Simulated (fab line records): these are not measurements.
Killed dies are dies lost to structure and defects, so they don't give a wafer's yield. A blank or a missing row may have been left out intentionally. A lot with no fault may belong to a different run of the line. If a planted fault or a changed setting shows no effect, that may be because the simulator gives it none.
Matching of chambers | flow nand harc | NHARC_A_STAIRCASE_DESCUM_291 on rie diel-02 has 4 sister chambers
The step chemistry O2, time 3 s. 4 wafers are shown with their chamber, then 11 later ones without.

WAFERS PAIRED WITH THEIR CHAMBERS
wafer  | chamber | drypump motor current A (A)
L087.6 | 1       | 6.0
L083.5 | 3       | 5.2
L083.6 | 2       | 5.3
L089.1 | 0       | 5.8

WAFERS WHOSE CHAMBER IS MISSING
wafer  | drypump motor current A (A)
L089.3 | 5.2
L089.4 | 5.4
L093.1 | 6.0
L093.2 | 5.2
L093.3 | 5.8
L094.1 | 5.8
L094.2 | 5.2
L094.3 | 5.3
L097.1 | 6.0
L097.4 | 5.8
L097.5 | 5.2

EACH ONE'S CHAMBER
wafer  | from the rows above | in truth
L089.3 | 3                   | 3
L089.4 | 2                   | 2
L093.1 | 1                   | 1
L093.2 | 3                   | 3
L093.3 | 0                   | 0
L094.1 | 0                   | 0
L094.2 | 3                   | 3
L094.3 | 2                   | 2
L097.1 | 1                   | 1
L097.4 | 0                   | 0
L097.5 | 3                   | 3
Placed correctly: 11 of 11. Left unplaced by these rows: 0. 0 placed wrongly.
How it was worked out, from the rows above alone: a wafer's distance from a chamber is the root of the sum, over the readings, of the square of ((its reading less the chamber's mean) divided by the reading's scatter). If the next closest chamber is less than 2 further off than the closest, the wafer can't be placed; otherwise it belongs to the closest. The mean given for a chamber averages the wafers shown for that chamber. The scatter (one wafer shown for each chamber): square how far every hidden wafer sits from the nearest shown wafer, average those squares and take the square root.
